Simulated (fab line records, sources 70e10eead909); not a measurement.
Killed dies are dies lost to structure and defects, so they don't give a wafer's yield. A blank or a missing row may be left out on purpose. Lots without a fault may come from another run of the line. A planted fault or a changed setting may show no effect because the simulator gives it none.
Chamber matching | flow nand_harc | NHARC_A_STAIRCASE_DESCUM_168 on rie_diel-13: 4 sister chambers
The step chemistry O2, time 3 s. 8 wafers are shown with their chamber, then 10 later ones without.

WAFERS WITH THEIR CHAMBER
wafer  | chamber | drypump_motor_current_A (A) | showerhead_plenum_p_Torr (Torr)
L080.2 | 3       | 6.5                         | 2.08
L085.5 | 2       | 5.7                         | 1.80
L085.6 | 1       | 5.4                         | 1.86
L087.4 | 2       | 5.7                         | 1.79
L087.5 | 1       | 5.3                         | 1.86
L087.6 | 0       | 5.4                         | 1.95
L089.2 | 0       | 5.4                         | 1.95
L089.3 | 3       | 6.5                         | 2.07

WAFERS WITHOUT THEIR CHAMBER
wafer  | drypump_motor_current_A (A) | showerhead_plenum_p_Torr (Torr)
L089.6 | 5.4                         | 1.86
L090.1 | 5.4                         | 1.86
L090.2 | 5.7                         | 1.79
L090.5 | 5.4                         | 1.86
L091.1 | 5.7                         | 1.79
L091.3 | 5.3                         | 1.86
L091.4 | 6.5                         | 2.07
L095.1 | 5.3                         | 1.86
L095.2 | 5.7                         | 1.79
L095.6 | 5.7                         | 1.79

WHICH CHAMBER EACH WENT THROUGH
wafer  | from the rows above | in truth
L089.6 | 1                   | 1
L090.1 | 1                   | 1
L090.2 | 2                   | 2
L090.5 | 1                   | 1
L091.1 | 2                   | 2
L091.3 | 1                   | 1
L091.4 | 3                   | 3
L095.1 | 1                   | 1
L095.2 | 2                   | 2
L095.6 | 2                   | 2
Placed correctly: 10 of 10. Can't be placed from these rows: 0. Placed wrongly: 0.
How it was worked out, from the rows above alone: a wafer's distance from a chamber is the root of the sum, over the readings, of the square of ((its reading less the chamber's mean) divided by the reading's scatter). The wafer belongs to the nearest chamber; if the next one is less than 2 further off, it can't be placed. A chamber's mean is the mean of its shown wafers. The scatter: the root of (the sum of the squares of (reading less its chamber's mean) over the shown wafers, divided by (wafers less chambers)).
